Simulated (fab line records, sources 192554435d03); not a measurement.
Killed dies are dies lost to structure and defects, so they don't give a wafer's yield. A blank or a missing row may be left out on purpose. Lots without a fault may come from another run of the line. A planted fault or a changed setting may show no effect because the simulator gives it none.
fab line records | flow n5_finfet
record lots=9 wafers=27 last_day=18
route steps=1938 shown BEOL_M4@1111 BEOL_M11@1593 TV_OPEN@1888 PASSIVATION@1908
lots that met no fault: from a run of the same line without faults
start_h: hours from the record's first day to the start of the lot's first wafer shown | wait_h: hours since the lot's step before | " the same as in the row above | L1.1+2: a row that stands for several wafers | - no value, or no start given | * or withheld: withheld | < > ~ a bound
route shown NAME@n: a module of which the file shows steps, and the number in the route of the first | usual: mean/standard deviation of fault-free wafers | same: alike in all rows | chamber/n: place in a boat | sites: the reading at each site | _std_site: their standard deviation | _edge_site: outer sites' mean less inner sites' | radius_mm: how far each site lies from the wafer's centre | mask NAME#n: copy n | behind: the tool/chamber that last shaped the wafer | hold: why the lot was held/for how many hours/how that ended | device: the transistor (n, p or np) that didn't switch | end of line: the same wafers' tests at the end of the route | a step without rows: its recipe alone | killed: dies lost to structure and defects at the first sort, not the wafer's yield | map: a wafer's dies, x killed, . not, _ none there
set.NAME: the setting as run; set.NAME@STEP: as run at that earlier step | model.NAME: the simulator's own value behind a step, which no gauge read
steps of the route over a sample of lots; a table a step, a row a wafer
services: from which hour (start_h, from the record's first day; less than 0 if before it) a tool's chamber was out of use, for how many hours, and why
## steps
# step N5_BEOL_M4_RC_MEAS_101
# usual DIBL_N=36.3/1.8 DIBL_P=36.5/2.1 IOFF_N=0.16/0.031 IOFF_P=0.22/0.038 ION_N=677/12 ION_P=466/7.8 SS_N=71.5/0.61 SS_P=73.2/0.7 VT_N=249/3 VT_P=-248.9/3
# columns lot.wafer tool chamber start_h wait_h DIBL_N[mV/V] DIBL_P[mV/V] IOFF_N[nA/um] IOFF_P[nA/um] ION_N[uA/um] ION_P[uA/um] SS_N[mV/dec] SS_P[mV/dec] VT_N[mV] VT_P[mV]
L854.2 prober-02 0 187.03 1.1 34.6 35.1 0.14 0.22 676 472 71.2 73.5 251 -245.7
L854.5 " 0 " " 36.4 37.0 0.17 0.24 682 474 70.5 73.3 246 -246.0
L854.6 " 0 " " 34.8 34.2 0.13 0.21 662 464 71.4 72.3 252 -249.5
L856.1 prober-02 0 200.24 0.0 38.2 38.6 0.20 0.24 693 464 72.0 73.6 247 -246.9
L856.2 " 0 " " 36.2 36.3 0.17 0.20 688 462 71.4 72.0 250 -250.2
L856.5 " 0 " " 39.2 38.9 0.22 0.27 691 466 72.4 73.8 244 -246.2
L860.1 prober-01 0 229.69 0.0 35.2 34.4 0.14 0.19 678 469 71.7 72.3 249 -249.9
L860.3 " 0 " " 39.7 39.6 0.22 0.26 673 460 72.0 74.2 247 -245.4
L860.4 " 0 " " 40.4 41.0 0.24 0.30 703 474 71.7 74.4 242 -245.9
L859.2 prober-01 0 231.71 0.2 38.0 38.8 0.20 0.24 697 470 72.1 74.1 246 -249.7
L859.3 " 0 " " 38.9 39.3 0.21 0.25 705 468 71.5 74.0 246 -250.0
L859.4 " 0 " " 37.6 37.4 0.17 0.22 679 458 71.4 74.1 249 -252.2
L868.1 prober-02 0 267.05 0.0 36.2 36.2 0.15 0.23 666 464 71.3 73.1 252 -248.3
L868.3 " 0 " " 35.5 36.1 0.15 0.22 679 474 71.7 73.5 247 -250.4
L868.6 " 0 " " 39.4 40.5 0.21 0.32 687 479 71.9 73.8 244 -243.2
L873.2 prober-01 0 284.47 0.2 38.0 37.9 0.18 0.22 666 456 71.7 74.5 249 -250.5
L873.4 " 0 " " 38.1 39.2 0.18 0.24 680 475 72.4 73.8 248 -251.5
L873.5 " 0 " " 37.2 37.7 0.17 0.21 685 466 71.8 73.5 246 -250.0
L875.1 prober-02 0 307.68 0.0 32.2 32.2 0.10 0.15 641 449 70.8 72.1 256 -254.0
L875.4 " 0 " " 32.5 32.5 0.11 0.15 671 462 70.4 72.4 255 -252.8
L875.5 " 0 " " 33.8 33.8 0.12 0.17 650 453 70.7 72.5 253 -252.0
L877.4 prober-01 0 313.39 0.5 34.1 35.5 0.14 0.20 680 469 71.8 72.6 250 -250.0
L877.5 " 0 " " 34.1 34.8 0.14 0.19 661 457 71.4 72.4 249 -249.1
L877.6 " 0 " " 38.3 40.8 0.23 0.31 698 477 71.7 73.5 245 -246.5
L876.2 prober-01 0 316.46 0.2 36.1 36.8 0.17 0.23 682 469 71.8 73.2 248 -249.1
L876.4 " 0 " " 36.2 36.5 0.16 0.23 682 475 71.7 72.9 248 -246.7
L876.6 " 0 " " 36.2 37.3 0.16 0.25 683 467 71.4 73.1 249 -244.5
# step N5_BEOL_M11_SPUTTER_48
# recipe material=Cu target_thk_a=120 temp_c=-20 bias_v=60 power_w=26000 chamber_pressure_pa=0.13 time_s=2
# usual bias_v=60.1/0.62 throttle_valve_pct=30.2/1
# columns lot.wafer tool chamber start_h wait_h bias_v throttle_valve_pct
L854.2 pvd_sputter-01 - 251.26 0.2 58.5 30.6
L854.5 " - " " 60.4 31.0
L854.6 " - " " 59.8 29.3
L856.1 pvd_sputter-03 - 268.83 0.1 59.7 30.8
L856.2 " - " " 59.7 31.7
L856.5 " - " " 59.6 30.1
L860.1 pvd_sputter-03 - 293.56 0.1 60.8 30.9
L860.3 " - " " 59.7 29.9
L860.4 " - " " 59.3 28.9
L859.2 pvd_sputter-03 - 293.92 0.1 60.2 30.8
L859.3 " - " " 59.8 29.5
L859.4 " - " " 60.5 29.7
L868.1 pvd_sputter-01 - 337.67 0.1 60.1 31.1
L868.3 " - " " 61.0 30.1
L868.6 " - " " 59.9 29.7
L873.2 pvd_sputter-01 - 355.19 0.1 60.3 31.0
L873.4 " - " " 60.9 30.9
L873.5 " - " " 60.5 31.2
L875.1 pvd_sputter-03 - 380.37 1.3 59.2 31.4
L875.4 " - " " 60.5 29.9
L875.5 " - " " 59.9 29.3
L876.2 pvd_sputter-02 - 383.28 0.1 60.9 31.5
L876.4 " - " " 59.1 29.2
L876.6 " - " " 60.4 29.5
L877.4 pvd_sputter-03 - 383.39 0.0 60.3 30.0
L877.5 " - " " 60.1 31.8
L877.6 " - " " 59.1 29.3
# step N5_PASSIVATION_VIA_ETCH_13
# recipe chemistry=CHF3/O2 target=SiO2 target_depth_a=6600 CHF3_flow_sccm=50 O2_flow_sccm=5 Ar_flow_sccm=200 time_s=330 mask_material=PR pressure_mtorr=30 source_w=650 bias_w=170 ion_energy_ev=200 ends=cleared
# usual CHF3_flow_sccm=49.98/0.13 drypump_motor_current_A=5.8/0.4 etch_rf_on_time_s=239/7 oes_product_au=0.69/0.082 rf_vpp_V=523/7.6 showerhead_plenum_p_Torr=2.41/0.07 throttle_valve_pct=18.97/0.27
# columns lot.wafer tool chamber start_h wait_h CHF3_flow_sccm drypump_motor_current_A etch_rf_on_time_s oes_product_au rf_hours_counter_h rf_vpp_V showerhead_plenum_p_Torr throttle_valve_pct
L854.2 rie_diel-06 2 284.63 0.0 49.94 5.5 228 0.70 111 521 2.33 18.86
L854.5 " 0 " " 50.15 5.4 233 0.63 - 531 2.39 19.39
L854.6 " 2 " " 49.84 5.5 233 0.71 - 521 2.33 18.85
L856.1 rie_diel-06 2 305.91 0.0 49.87 5.5 231 0.70 119 521 2.32 18.86
L856.2 " 1 " " 49.79 5.3 248 0.63 178 511 2.42 19.07
L856.5 " 0 " " 50.32 5.4 241 0.63 - 531 2.38 19.40
L860.1 rie_diel-06 1 330.68 0.0 50.01 5.3 243 0.63 185 511 2.42 19.10
L860.3 " 0 " " 50.01 5.4 241 0.61 234 531 2.38 19.41
L860.4 " 3 " " 50.18 6.0 249 0.60 246 510 2.28 19.25
L859.2 rie_diel-03 3 331.04 0.0 50.08 6.3 240 0.77 42 524 2.44 18.43
L859.3 " 1 " " 49.93 5.8 250 0.59 242 515 2.47 19.06
L859.4 " 2 " " 49.99 5.7 235 0.70 119 521 2.35 18.85
L868.1 rie_diel-03 1 378.69 0.0 50.15 5.7 243 0.84 2 515 2.46 18.66
L868.3 " 3 " " 49.99 6.3 239 0.76 57 525 2.44 18.45
L868.6 " 1 " " 50.09 5.7 244 0.84 - 517 2.46 18.67
L873.2 rie_diel-06 3 391.81 0.0 50.19 6.0 234 0.85 5 526 2.56 18.83
L873.4 " 1 " " 49.69 5.3 250 0.61 - 512 2.41 19.11
L873.5 " 3 " " 49.99 6.0 240 0.85 - 528 2.56 18.83
L875.1 rie_diel-03 3 416.82 0.0 49.94 6.3 239 0.75 69 526 2.43 18.49
L875.4 " 0 " " 50.19 6.2 234 0.78 53 531 2.45 18.95
L875.5 " 2 " " 50.10 5.7 232 0.69 - 522 2.34 18.90
L876.2 rie_diel-04 1 416.93 0.1 50.00 6.3 239 0.62 217 521 2.50 19.08
L876.4 " 0 " " 49.94 6.1 240 0.71 - 535 2.41 18.48
L876.6 " 1 " " 49.82 6.3 247 0.62 - 522 2.50 19.08
L877.4 rie_diel-03 0 420.42 0.0 49.92 6.2 235 0.78 54 531 2.45 18.95
L877.5 " 0 " " 50.03 6.2 240 0.77 - 530 2.45 18.94
L877.6 " 1 " " 50.18 5.8 251 0.79 - 516 2.46 18.68
# step N5_PASSIVATION_DESCUM_32
# recipe chemistry=O2 time_s=7.9 source_power_w=50 bias_power_w=20 pressure_mtorr=20 rf_frequency_hz=2.712e+07 temp_c=40 o2_flow_sccm=225
# usual bias_power_w=20.00/0.058 drypump_motor_current_A=5.9/0.47 oes_product_au=0.83/0.077 rf_vpp_V=243.9/1.3 showerhead_plenum_p_Torr=2.14/0.074 throttle_valve_pct=20.3/0.3
# columns lot.wafer tool chamber start_h wait_h bias_power_w drypump_motor_current_A oes_product_au rf_hours_counter_h rf_vpp_V showerhead_plenum_p_Torr throttle_valve_pct
L854.2 rie_diel-02 0 288.05 0.2 19.94 6.2 0.69 241 244.8 2.14 20.1
L854.5 " 1 " " 19.94 6.5 0.86 - 244.0 2.20 20.0
L854.6 " 0 " " 20.07 6.2 0.68 - 242.6 2.14 20.1
L856.1 rie_diel-01 2 307.63 0.1 19.98 4.9 0.67 233 242.9 1.98 20.5
L856.2 " 0 " " 19.94 6.8 0.70 213 243.3 2.07 20.6
L856.5 " 0 " " 19.97 6.8 0.70 - 244.6 2.07 20.6
L860.1 rie_diel-05 0 332.12 0.1 19.93 5.7 0.89 44 244.3 2.14 20.6
L860.3 " 3 " " 20.15 6.2 0.89 33 245.0 2.24 20.3
L860.4 " 2 " " 19.85 5.6 0.68 243 244.1 2.15 20.8
L859.2 rie_diel-02 1 332.58 0.0 20.00 6.5 0.83 75 245.4 2.19 20.0
L859.3 " 2 " " 19.99 5.7 0.76 - 243.2 2.09 20.4
L859.4 " 1 " " 20.05 6.5 0.84 - 244.4 2.19 20.0
L868.1 rie_diel-02 2 381.44 0.0 19.95 5.7 0.75 153 243.1 2.08 20.5
L868.3 " 1 " " 20.04 6.5 0.81 93 244.0 2.19 20.1
L868.6 " 3 " " 19.97 6.0 0.83 - 243.2 2.22 20.7
L873.2 rie_diel-01 2 393.49 0.0 20.09 4.9 0.95 5 245.3 2.24 20.1
L873.4 " 1 " " 20.00 6.2 0.75 - 244.6 2.18 20.6
L873.5 " 2 " " 19.94 4.9 0.95 - 245.1 2.24 20.1
L875.1 rie_diel-05 2 419.41 1.3 20.04 5.6 0.90 21 243.7 2.14 20.4
L875.4 " 3 " " 19.93 6.2 0.84 65 245.0 2.23 20.3
L875.5 " 3 " " 19.93 6.2 0.85 - 246.6 2.23 20.3
L876.2 rie_diel-05 1 419.63 1.3 19.98 6.5 0.89 28 243.2 2.03 19.7
L876.4 " 2 " " 19.96 5.5 0.91 21 243.6 2.14 20.4
L876.6 " 2 " " 20.07 5.6 0.91 - 244.9 2.14 20.4
L877.4 rie_diel-05 2 423.91 2.1 19.86 5.6 0.90 23 243.0 2.14 20.4
L877.5 " 2 " " 19.87 5.5 0.91 - 243.5 2.14 20.4
L877.6 " 3 " " 19.99 6.2 0.83 - 245.4 2.23 20.3
# step N5_PASSIVATION_PASS_ETCH_47
# recipe chemistry=CF4/O2 target=SiNx target_depth_a=7700 time_s=385 ion_energy_ev=100 pressure_mtorr=40 source_w=535 bias_w=49 Ar_flow_sccm=100 cf4_flow_sccm=100 O2_flow_sccm=10
# usual drypump_motor_current_A=5.9/0.53 oes_product_au=0.81/0.087 rf_vpp_V=242/4.1 showerhead_plenum_p_Torr=2.25/0.07 throttle_valve_pct=15.79/0.27
# columns lot.wafer tool chamber start_h wait_h drypump_motor_current_A oes_product_au rf_hours_counter_h rf_vpp_V showerhead_plenum_p_Torr throttle_valve_pct
L854.2 rie_diel-01 2 290.56 0.0 4.9 0.69 228 238 2.09 15.95
L854.5 " 0 " " 6.8 0.71 - 246 2.19 16.08
L854.6 " 1 " " 6.1 0.78 - 244 2.30 15.86
L856.1 rie_diel-05 0 309.43 0.0 5.6 0.90 35 246 2.25 15.87
L856.2 " 2 " " 5.6 0.68 234 239 2.27 16.16
L856.5 " 0 " " 5.6 0.90 - 246 2.25 15.86
L860.1 rie_diel-05 1 334.02 0.0 6.5 0.96 3 245 2.16 15.15
L860.3 " 0 " " 5.6 0.89 44 249 2.25 15.88
L860.4 " 2 " " 5.6 0.68 243 238 2.26 16.17
L859.2 rie_diel-01 0 334.59 0.0 6.8 0.70 224 245 2.19 16.12
L859.3 " 3 " " 5.1 0.79 107 235 2.15 15.73
L859.4 " 2 " " 4.9 0.68 245 238 2.09 15.98
L868.1 rie_diel-01 0 383.40 0.0 6.8 0.68 248 246 2.18 16.14
L868.3 " 3 " " 5.1 0.77 124 235 2.14 15.76
L868.6 " 0 " " 6.8 0.68 - 246 2.18 16.16
L873.2 rie_diel-01 3 395.66 0.0 5.1 0.77 128 236 2.14 15.78
L873.4 " 2 " " 4.9 0.95 - 242 2.34 15.47
L873.5 " 3 " " 5.1 0.76 - 237 2.14 15.76
L875.1 rie_diel-02 1 423.32 0.0 6.5 0.81 101 243 2.31 15.65
L875.4 " 3 " " 6.0 0.81 108 237 2.32 16.05
L875.5 " 0 " " 6.2 0.89 - 244 2.26 15.30
L876.2 rie_diel-05 1 424.01 0.0 6.5 0.87 30 245 2.15 15.20
L876.4 " 3 " " 6.2 0.84 67 236 2.33 15.61
L876.6 " 3 " " 6.2 0.84 - 237 2.33 15.62
L877.4 rie_diel-02 1 426.03 0.0 6.5 0.80 103 244 2.31 15.67
L877.5 " 3 " " 5.9 0.81 - 236 2.32 16.07
L877.6 " 0 " " 6.3 0.89 - 245 2.25 15.30
# step N5_PASSIVATION_PROBE_49
# usual defect_limited_yield=91.2/1.5 killed_at_M0_to_M3=33/9.6 killed_at_M4_up=14/5.6 killed_at_contacts=14/5.5 killed_at_front_end=40/13 killed_at_other=4/3 killed_dies=104/17 killed_on_rim=14/4.3 killed_open=68/13 killed_short=33/7.2 sort_bin_5_function=5.2/0.95 sort_bin_6_memory=3.3/0.62 sort_bin_8_speed=0.00/0.012 sort_n_pass=1076/17 sort_yield_pct=91.2/1.5
# same gross_dies=1180 killed_at_back_side=0 sort_bin_4_leakage[%]=0
# columns lot.wafer tool chamber start_h wait_h defect_limited_yield[%] killed_at_M0_to_M3 killed_at_M4_up killed_at_contacts killed_at_front_end killed_at_other killed_dies killed_on_rim killed_open killed_short sort_bin_5_function[%] sort_bin_6_memory[%] sort_bin_8_speed[%] sort_n_pass sort_yield_pct[%]
L854.2 prober-02 - 293.71 0.1 92.9 32 17 15 19 1 84 8 54 26 4.6 2.5 0 1096 92.9
L854.5 prober-02 - 293.86 0.2 93.8 21 16 13 20 3 73 13 44 25 3.9 1.8 0 1107 93.8
L854.6 prober-02 - 293.91 0.3 91.3 38 20 14 22 9 103 12 73 27 5.5 3.0 0 1077 91.3
L856.1 prober-02 - 312.44 0.0 90.9 30 30 8 36 3 107 23 75 27 5.3 3.5 0 1073 90.9
L856.2 prober-02 - 312.49 0.1 94.0 14 11 10 34 2 71 9 42 23 3.6 1.9 0 1109 94.0
L856.5 prober-02 - 312.64 0.2 91.0 23 31 22 27 3 106 12 69 36 5.1 3.4 0 1074 91.0
L860.1 prober-02 - 337.04 0.0 82.8 36 125 9 28 5 203 22 50 36 9.7 7.2 0 977 82.8
L860.3 prober-02 - 337.14 0.1 90.8 25 14 23 40 7 109 13 66 36 5.3 3.2 0 1071 90.8
L860.4 prober-02 - 337.19 0.2 81.2 35 139 10 31 7 222 37 55 40 10.6 7.6 0 958 81.2
L859.2 prober-01 - 337.64 0.1 92.2 18 16 24 32 2 92 14 66 25 4.9 2.7 0 1088 92.2
L859.3 prober-01 - 337.69 0.1 90.4 29 17 24 36 7 113 12 72 38 5.3 3.6 0 1067 90.4
L859.4 prober-01 - 337.74 0.2 79.1 33 137 22 43 12 247 43 80 39 13.1 7.5 0 933 79.1
L868.1 prober-02 - 386.41 0.0 91.6 31 8 17 41 2 99 14 59 38 5.0 2.9 0 1081 91.6
L868.3 prober-02 - 386.51 0.1 93.3 18 9 13 36 3 79 17 49 23 3.6 2.5 0 1101 93.3
L868.6 prober-02 - 386.66 0.3 91.9 31 11 8 39 6 95 13 63 32 4.2 3.4 0 1085 91.9
L873.2 prober-01 - 400.12 0.1 90.1 39 17 15 44 2 117 14 79 36 6.0 3.8 0 1063 90.1
L873.4 prober-01 - 400.22 0.2 92.3 29 7 10 42 3 91 17 59 31 4.5 2.9 0 1089 92.3
L873.5 prober-01 - 400.27 0.2 89.3 48 12 9 55 2 126 17 78 45 6.3 4.1 0 1054 89.3
L875.1 prober-02 - 426.33 0.0 92.0 18 23 2 49 2 94 11 58 28 5.1 2.4 0 1086 92.0
L875.4 prober-02 - 426.48 0.2 90.7 36 10 6 53 5 110 22 69 37 5.3 3.5 0 1070 90.7
L875.5 prober-02 - 426.53 0.2 92.5 35 2 5 44 2 88 9 54 31 4.4 2.8 0.08 1091 92.5
L876.2 prober-01 - 427.08 0.1 92.8 21 22 9 30 3 85 9 61 22 4.1 2.9 0 1095 92.8
L876.4 prober-01 - 427.18 0.2 89.6 30 10 10 73 0 123 18 85 31 6.2 3.7 0 1057 89.6
L876.6 prober-01 - 427.28 0.3 88.8 30 8 17 72 5 132 16 84 43 6.8 3.6 0 1048 88.8
L877.4 prober-01 - 429.20 0.2 93.9 29 10 11 17 5 72 7 41 31 3.5 2.5 0 1108 93.9
L877.5 prober-01 - 429.25 0.2 91.9 40 12 11 23 9 95 11 53 40 5.3 2.3 0 1085 91.9
L877.6 prober-01 - 429.30 0.3 93.0 37 6 7 31 2 83 14 57 24 4.1 2.5 0 1097 93.0
# killed by level:class
L854.2 MOL_CONTACT_COAG:geometric_particle:open=12 BEOL_M1:geometric_particle:open=8 BEOL_M0_SAQP:geometric_particle:short=7 BEOL_M3:geometric_particle:open=7 BEOL_M4:geometric_particle:open=7 FIN_SAQP:geometric_particle:short=4 STI_FIN_REVEAL:geometric_particle:open=3 MOL_CONTACT_COAG:geometric_particle:short=3
L854.5 MOL_CONTACT_COAG:geometric_particle:open=11 BEOL_M0_SAQP:geometric_particle:open=5 BEOL_M2:geometric_particle:open=5 FIN_SAQP:geometric_particle:open=4 GATE_CUT:geometric_particle:short=4 BEOL_M5:geometric_particle:open=4 BEOL_M3:geometric_particle:open=3 BEOL_M5:geometric_particle:short=3
L854.6 MOL_CONTACT_COAG:geometric_particle:open=14 BEOL_M0_SAQP:geometric_particle:open=12 GATE_CUT:geometric_particle:open=10 BEOL_M5:geometric_particle:open=8 GATE_CUT:geometric_particle:short=5 BEOL_M2:geometric_particle:open=5 BEOL_M4:geometric_particle:open=4 BEOL_M0_SAQP:geometric_particle:short=4
L856.1 BEOL_M4:geometric_particle:open=15 FIN_SAQP:geometric_particle:open=11 BEOL_M2:geometric_particle:open=11 FIN_SAQP:geometric_particle:short=8 BEOL_M3:geometric_particle:open=6 MOL_CONTACT_COAG:geometric_particle:open=5 BEOL_M5:geometric_particle:open=5 STI_FIN_REVEAL:geometric_particle:open=3
L856.2 FIN_SAQP:geometric_particle:open=8 BEOL_M4:geometric_particle:open=8 MOL_CONTACT_COAG:geometric_particle:open=7 HKMG_FIN:area_etch=5 STI_FIN_REVEAL:geometric_particle:open=4 BEOL_M0_SAQP:geometric_particle:short=4 FIN_SAQP:geometric_particle:short=3 DUMMY_GATE:geometric_particle:short=3
L856.5 MOL_CONTACT_COAG:geometric_particle:open=19 BEOL_M4:geometric_particle:open=15 FIN_SAQP:geometric_particle:open=8 BEOL_M0_SAQP:geometric_particle:short=8 GATE_CUT:geometric_particle:short=5 BEOL_M2:geometric_particle:open=5 BEOL_M5:geometric_particle:open=5 BEOL_M0_SAQP:geometric_particle:open=4
L860.1 BEOL_M11:interface_void_opened=116 BEOL_M0_SAQP:geometric_particle:open=11 BEOL_M1:geometric_particle:open=7 BEOL_M2:geometric_particle:open=7 STARTING-WAFER:geometric_particle:short=7 FIN_SAQP:geometric_particle:short=6 MOL_CONTACT_COAG:geometric_particle:open=5 BEOL_M0_SAQP:geometric_particle:short=5
L860.3 MOL_CONTACT_COAG:geometric_particle:open=18 STI_FIN_REVEAL:geometric_particle:open=11 GATE_CUT:geometric_particle:short=9 BEOL_M4:geometric_particle:open=8 BEOL_M1:geometric_particle:open=7 BEOL_M0_SAQP:geometric_particle:short=5 BEOL_M2:geometric_particle:open=5 FIN_SAQP:geometric_particle:short=4
L860.4 BEOL_M11:interface_void_opened=126 BEOL_M2:geometric_particle:open=8 MOL_CONTACT_COAG:geometric_particle:open=8 BEOL_M4:geometric_particle:open=7 FIN_SAQP:geometric_particle:short=6 BEOL_M0_SAQP:geometric_particle:open=6 BEOL_M3:geometric_particle:short=6 FIN_SAQP:geometric_particle:open=5
L859.2 MOL_CONTACT_COAG:geometric_particle:open=19 STI_FIN_REVEAL:geometric_particle:open=13 FIN_SAQP:geometric_particle:open=7 BEOL_M4:geometric_particle:open=7 MOL_CONTACT_COAG:geometric_particle:short=5 BEOL_M5:geometric_particle:open=5 GATE_CUT:geometric_particle:short=3 BEOL_M0_SAQP:geometric_particle:short=3
L859.3 MOL_CONTACT_COAG:geometric_particle:open=19 FIN_SAQP:geometric_particle:open=9 FIN_SAQP:geometric_particle:short=7 BEOL_M0_SAQP:geometric_particle:short=6 BEOL_M3:geometric_particle:open=6 DUMMY_GATE:geometric_particle:open=5 MOL_CONTACT_COAG:geometric_particle:short=5 BEOL_M0_SAQP:geometric_particle:open=5
L859.4 BEOL_M11:interface_void_opened=126 MOL_CONTACT_COAG:geometric_particle:open=18 STI_FIN_REVEAL:geometric_particle:open=16 BEOL_M0_SAQP:geometric_particle:open=10 FIN_SAQP:geometric_particle:open=5 FIN_SAQP:geometric_particle:short=5 BEOL_M1:geometric_particle:short=5 BEOL_M3:geometric_particle:open=5
L868.1 FIN_SAQP:geometric_particle:open=12 MOL_CONTACT_COAG:geometric_particle:open=9 FIN_SAQP:geometric_particle:short=8 STI_FIN_REVEAL:geometric_particle:open=7 MOL_CONTACT_COAG:geometric_particle:short=7 BEOL_M2:geometric_particle:open=7 BEOL_M2:geometric_particle:short=6 BEOL_M3:geometric_particle:open=6
L868.3 MOL_CONTACT_COAG:geometric_particle:open=13 FIN_SAQP:geometric_particle:open=6 HKMG_FIN:area_etch=6 FIN_SAQP:geometric_particle:short=5 STI_FIN_REVEAL:geometric_particle:open=4 BEOL_M3:geometric_particle:short=4 DUMMY_GATE:geometric_particle:open=4 BEOL_M4:geometric_particle:open=4
L868.6 FIN_SAQP:geometric_particle:open=11 BEOL_M1:geometric_particle:open=8 STI_FIN_REVEAL:geometric_particle:open=7 MOL_CONTACT_COAG:geometric_particle:open=7 FIN_SAQP:geometric_particle:short=6 BEOL_M2:geometric_particle:open=6 BEOL_M4:geometric_particle:open=6 GATE_CUT:geometric_particle:short=4
L873.2 FIN_SAQP:geometric_particle:open=12 MOL_CONTACT_COAG:geometric_particle:open=12 BEOL_M0_SAQP:geometric_particle:open=9 BEOL_M3:geometric_particle:open=9 BEOL_M0_SAQP:geometric_particle:short=8 BEOL_M4:geometric_particle:open=8 FIN_SAQP:geometric_particle:short=7 STI_FIN_REVEAL:geometric_particle:open=6
L873.4 FIN_SAQP:geometric_particle:open=13 MOL_CONTACT_COAG:geometric_particle:open=8 BEOL_M3:geometric_particle:open=8 FIN_SAQP:geometric_particle:short=7 STI_FIN_REVEAL:geometric_particle:open=7 BEOL_M0_SAQP:geometric_particle:open=6 BEOL_M0_SAQP:geometric_particle:short=4 STARTING-WAFER:geometric_particle:short=4
L873.5 BEOL_M0_SAQP:geometric_particle:open=16 FIN_SAQP:geometric_particle:short=15 BEOL_M0_SAQP:geometric_particle:short=12 STI_FIN_REVEAL:geometric_particle:open=9 DUMMY_GATE:geometric_particle:open=9 BEOL_M2:geometric_particle:open=8 FIN_SAQP:geometric_particle:open=7 MOL_CONTACT_COAG:geometric_particle:open=7
L875.1 FIN_SAQP:geometric_particle:open=8 DUMMY_GATE:geometric_particle:open=8 BEOL_M4:geometric_particle:open=8 STI_FIN_REVEAL:geometric_particle:open=7 GATE_CUT:geometric_particle:short=7 BEOL_M3:geometric_particle:open=5 BEOL_M8:geometric_particle:open=5 BEOL_M0_SAQP:geometric_particle:short=4
L875.4 BEOL_M2:geometric_particle:open=13 FIN_SAQP:geometric_particle:open=12 FIN_SAQP:geometric_particle:short=10 STI_FIN_REVEAL:geometric_particle:open=9 DUMMY_GATE:geometric_particle:open=8 BEOL_M3:geometric_particle:open=7 MOL_CONTACT_COAG:geometric_particle:open=6 BEOL_M0_SAQP:geometric_particle:short=5
L875.5 STI_FIN_REVEAL:geometric_particle:open=13 FIN_SAQP:geometric_particle:open=9 BEOL_M3:geometric_particle:open=8 BEOL_M0_SAQP:geometric_particle:short=8 STI_FIN_REVEAL:geometric_particle:short=5 BEOL_M0_SAQP:geometric_particle:open=5 BEOL_M1:geometric_particle:open=5 FIN_SAQP:geometric_particle:short=4
L876.2 FIN_SAQP:geometric_particle:open=9 BEOL_M5:geometric_particle:open=8 MOL_CONTACT_COAG:geometric_particle:open=7 BEOL_M4:geometric_particle:open=7 BEOL_M0_SAQP:geometric_particle:open=6 BEOL_M3:geometric_particle:open=6 FIN_SAQP:geometric_particle:short=5 GATE_CUT:geometric_particle:short=4
L876.4 FIN_SAQP:geometric_particle:open=36 FIN_SAQP:geometric_particle:short=15 BEOL_M2:geometric_particle:open=12 MOL_CONTACT_COAG:geometric_particle:open=7 BEOL_M0_SAQP:geometric_particle:open=6 BEOL_M4:geometric_particle:open=6 BEOL_M3:geometric_particle:open=5 HKMG_FIN:area_etch=4
L876.6 FIN_SAQP:geometric_particle:open=29 FIN_SAQP:geometric_particle:short=18 MOL_CONTACT_COAG:geometric_particle:open=14 STI_FIN_REVEAL:geometric_particle:open=9 BEOL_M3:geometric_particle:open=7 BEOL_M0_SAQP:geometric_particle:open=6 STI_FIN_REVEAL:geometric_particle:short=3 GATE_CUT:geometric_particle:short=3
L877.4 BEOL_M0_SAQP:geometric_particle:open=8 BEOL_M0_SAQP:geometric_particle:short=6 MOL_CONTACT_COAG:geometric_particle:open=6 MOL_CONTACT_COAG:geometric_particle:short=5 BEOL_M2:geometric_particle:open=5 GATE_CUT:geometric_particle:short=3 BEOL_M0:geometric_particle:open=3 BEOL_M1:geometric_particle:open=3
L877.5 BEOL_M0_SAQP:geometric_particle:short=18 MOL_CONTACT_COAG:geometric_particle:open=7 BEOL_M2:geometric_particle:open=7 DUMMY_GATE:geometric_particle:open=5 BEOL_M0_SAQP:geometric_particle:open=5 BEOL_M4:geometric_particle:open=5 MIM_TOP_ETCH:geometric_particle:short=4 FIN_SAQP:geometric_particle:short=3
L877.6 FIN_SAQP:geometric_particle:open=11 BEOL_M0_SAQP:geometric_particle:open=9 BEOL_M1:geometric_particle:open=8 FIN_SAQP:geometric_particle:short=7 BEOL_M2:geometric_particle:open=7 MOL_CONTACT_COAG:geometric_particle:open=6 BEOL_M0_SAQP:geometric_particle:short=5 BEOL_M3:geometric_particle:open=4
## services
# columns tool chamber start_h hours kind
rie_diel-05 2 248.35 14.3 repair
rie_diel-01 2 252.54 8.2 repair
rie_diel-03 - 272.06 0.8 repair
rie_diel-05 1 297.02 - clean
rie_diel-05 1 297.02 - consumable_replace:focus_ring
rie_diel-05 1 297.02 22.1 scheduled_down
rie_diel-05 1 297.02 22.1 vent_cycle
pvd_sputter-02 - 305.59 2.2 repair
rie_diel-02 2 306.72 4.8 repair
rie_diel-03 3 317.24 8.8 repair
rie_diel-02 3 317.48 4.5 repair
pvd_sputter-01 - 326.95 3.2 repair
rie_diel-02 3 329.20 11.3 repair
rie_diel-02 2 332.84 7.0 repair
rie_diel-04 3 334.18 5.4 repair
rie_diel-01 3 344.13 12.7 repair
pvd_sputter-02 - 360.36 9.0 repair
pvd_sputter-02 - 373.64 2.1 repair
rie_diel-02 0 379.82 4.5 repair
rie_diel-05 1 389.81 22.9 repair
rie_diel-02 - 408.69 14.6 pm
rie_diel-04 2 411.76 6.3 repair
rie_diel-06 1 418.47 7.8 repair
rie_diel-06 3 420.54 8.3 repair
## key
first_sign step=N5_PASSIVATION_PROBE_49 reading=killed_at_M4_up direction=up sigmas=21 usual=14 struck=134
effect step=N5_PASSIVATION_PROBE_49 reading=sort_n_pass direction=down sigmas=7 usual=1076 struck=956
more_kills_born_at N5_BEOL_M11_SPUTTER_48@pvd_sputter-03=368
met_at N5_BEOL_M11_SPUTTER_48
struck_lots L859,L860
struck_wafers L859.4,L860.1,L860.4
not_acting_at N5_PASSIVATION_VIA_ETCH_13,N5_PASSIVATION_DESCUM_32,N5_PASSIVATION_PASS_ETCH_47
onset_between 268.83 293.56
fault kind=process_parameter_drift tool=pvd_sputter-03 chamber=- onset_h=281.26 steps=N5_BEOL_M11_SPUTTER_48 channel=time_s offset=* shape=step end_h=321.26 scope=struck_wafers_only acts_in=* stated=*
